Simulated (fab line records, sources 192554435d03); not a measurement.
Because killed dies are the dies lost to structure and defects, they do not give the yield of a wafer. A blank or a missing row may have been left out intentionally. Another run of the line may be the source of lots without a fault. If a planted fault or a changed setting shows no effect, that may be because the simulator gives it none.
Split-lot experiment    flow n5 finfet    21 wafers read from 7 lots, route of 1938 steps

## ABOUT THE SPLIT
At N5_BEOL_M11_EXPOSE_25 (exposes mask V10), the setting dose mj was moved away from the recipe's 85.5 on 6 of the 21 wafers read, by -4.2% to +2.7%. The other wafers ran this setting at the recipe's value.

## FROM THE SPLIT TO THE READING: what the file shows between them, 2 steps
- N5_BEOL_M11_PEB_26: peb time 60 s
- N5_BEOL_M11_DEVELOP_27: develop time 30 s

## THE READING
cd nm, in nm, at N5_BEOL_M11_CD_MEAS_28 (target cd 70 nm). Fault-free wafers of this fab line usually give 70.3 nm, standard deviation 0.91 nm.

wafer   tool, chamber at the split  dose mj as run  against the recipe  cd nm, nm  against lot-mates on the recipe
L074.1  arfi scanner-03, 0          85.5            recipe              69.3       -
L074.2  arfi scanner-03, 0          85.5            recipe              71.7       -
L074.3  arfi scanner-03, 0          87.78           +2.7%               73.7       +3.2
L083.2  arfi scanner-02, 0          81.89           -4.2%               65.0       -4.8
L083.3  arfi scanner-02, 0          85.5            recipe              69.2       -
L083.6  arfi scanner-02, 0          85.5            recipe              70.5       -
L090.3  arfi scanner-02, 0          83.1            -2.8%               66.8       -3.8
L090.4  arfi scanner-02, 0          85.5            recipe              70.6       -
L090.5  arfi scanner-02, 0          83.1            -2.8%               67.3       -3.3
L092.1  arfi scanner-01, 0          85.5            recipe              69.6       -
L092.2  arfi scanner-01, 0          85.5            recipe              70.2       -
L092.3  arfi scanner-01, 0          85.5            recipe              70.6       -
L089.1  arfi scanner-01, 0          85.5            recipe              71.4       -
L089.2  arfi scanner-01, 0          85.5            recipe              70.7       -
L089.3  arfi scanner-01, 0          85.5            recipe              69.5       -
L093.3  arfi scanner-02, 0          87.39           +2.2%               72.6       +2.7
L093.4  arfi scanner-02, 0          85.5            recipe              69.9       -
L093.5  arfi scanner-02, 0          87.39           +2.2%               72.3       +2.4
L095.4  arfi scanner-03, 0          85.5            recipe              70.5       -
L095.5  arfi scanner-03, 0          85.5            recipe              71.0       -
L095.6  arfi scanner-03, 0          85.5            recipe              70.6       -

FIT RESULTS
A straight line over all 21 wafers: cd nm changes by +1.17 nm for each +1% of dose mj; r = +0.94; the points scatter about the line by 0.67 nm.
The same after taking each lot's own level away (the mean of its wafers on the recipe; 21 wafers): +1.19 nm for each +1%; r = +0.96; scatter 0.59 nm.
Per that fit: largest dose mj move, reading shift of 5 nm.
Measured against the standard deviation above, the lots' own levels, which go from 69.85 to 70.70 nm, span 0.9 times it.
Consequently the slope shifts little with the lot-to-lot level, the two slopes agreeing.
Check: for one of the wafers moved furthest among these (-4.2%), held out of the fit, the line's prediction against its lot-mates is -5.18 nm. It came out at -4.85 nm against them.

## FILE'S OWN FIT
cd nm changes by +1.19 nm for each +1% of dose mj, r = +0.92.
